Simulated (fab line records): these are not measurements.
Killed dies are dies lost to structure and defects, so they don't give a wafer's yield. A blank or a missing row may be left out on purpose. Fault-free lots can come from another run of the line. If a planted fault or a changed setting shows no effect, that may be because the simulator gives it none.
Split-lot experiment | flow n5_finfet | route with 1938 steps; 7 lots, 21 wafers read

THE SPLIT ITSELF
At N5_BEOL_M1_TRENCH_ETCH_37 (etches SiOC in C4F6/O2, target depth 55.207 nm, time 29 s), the setting source_w was moved away from the recipe's 355 W on 6 of the 21 wafers read, by -12.8% to +6.6%. The other wafers ran this setting at the recipe's value.

The split's own step is where the reading is taken.

THE READING
rf_vpp_V, in V, at N5_BEOL_M1_TRENCH_ETCH_37 (etches SiOC in C4F6/O2, target depth 55.207 nm, time 29 s). On this fab line, fault-free wafers typically give 668 V with a standard deviation of 8.2 V.

wafer  | tool, chamber at the split | source_w as run, W | against the recipe | rf_vpp_V, V | against lot-mates on the recipe
L079.1 | rie_diel-06, 1             | 355                | recipe             | 659         | -
L079.2 | rie_diel-06, 3             | 378.3              | +6.6%              | 634         | -34
L079.5 | rie_diel-06, 2             | 355                | recipe             | 677         | -
L081.2 | rie_diel-06, 0             | 355                | recipe             | 656         | -
L081.3 | rie_diel-06, 1             | 355                | recipe             | 658         | -
L081.6 | rie_diel-06, 1             | 355                | recipe             | 659         | -
L083.4 | rie_diel-03, 3             | 355                | recipe             | 677         | -
L083.5 | rie_diel-03, 2             | 355                | recipe             | 664         | -
L083.6 | rie_diel-03, 3             | 355                | recipe             | 676         | -
L089.1 | rie_diel-03, 1             | 309.5              | -12.8%             | 714         | +38
L089.4 | rie_diel-03, 2             | 309.5              | -12.8%             | 713         | +37
L089.6 | rie_diel-03, 0             | 355                | recipe             | 676         | -
L091.1 | rie_diel-02, 1             | 355                | recipe             | 676         | -
L091.3 | rie_diel-02, 3             | 355                | recipe             | 670         | -
L091.4 | rie_diel-02, 0             | 355                | recipe             | 671         | -
L094.1 | rie_diel-02, 0             | 333.8              | -6.0%              | 694         | no lot-mate on the recipe
L094.4 | rie_diel-02, 3             | 333.8              | -6.0%              | 691         | no lot-mate on the recipe
L094.6 | rie_diel-02, 2             | 333.8              | -6.0%              | 683         | no lot-mate on the recipe
L095.1 | rie_diel-02, 2             | 355                | recipe             | 664         | -
L095.3 | rie_diel-02, 1             | 355                | recipe             | 676         | -
L095.6 | rie_diel-02, 1             | 355                | recipe             | 674         | -

FIT RESULTS
A straight line over all 21 wafers: rf_vpp_V changes by -3.71 V for each +1% of source_w; r = -0.92; the points scatter about the line by 7.5 V.
The same after taking each lot's own level away (the mean of its wafers on the recipe; 18 wafers): -3.25 V for each +1%; r = -0.93; scatter 5.8 V.
Per that fit: largest source_w move, reading shift of 42 V.
The lots' own levels span 657.7 to 676.0 V, that is 2.2 times the standard deviation above.
Thus the slope moves with the lot-to-lot level: the two fits are different.
Check: +42.4 V against its lot-mates is what the line predicts for one of the wafers moved furthest among these (-12.8%) when that wafer is left out of the fit. It came out at +38 V against them.
Tool readings at the split's step, against how far the setting was moved: rf_vpp_V r = -0.92.

FURTHER SPLITS ON THESE WAFERS
Other splits were also applied to these wafers ahead of the reading. Each is held against what the fit with the lots' levels taken away leaves over:
other split on the same wafers            | wafers away from the commonest value | r with rf_vpp_V (lot level and that fit taken away)
N5_MOL_CONTACT_COAG_EXPOSE_05 dose_mj     | 6                                    | +0.13
N5_MOL_CONTACT_COAG_ALD_133 ald_cycles    | 5                                    | -0.04
N5_BEOL_M0_SAQP_SPACER1_ALD_98 ald_cycles | 4                                    | -0.22
N5_BEOL_M0_SAQP_ETCH_107 bias_w           | 4                                    | -0.24

THE FILE'S OWN FIT
rf_vpp_V changes by -3.39 V for each +1% of source_w, r = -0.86.
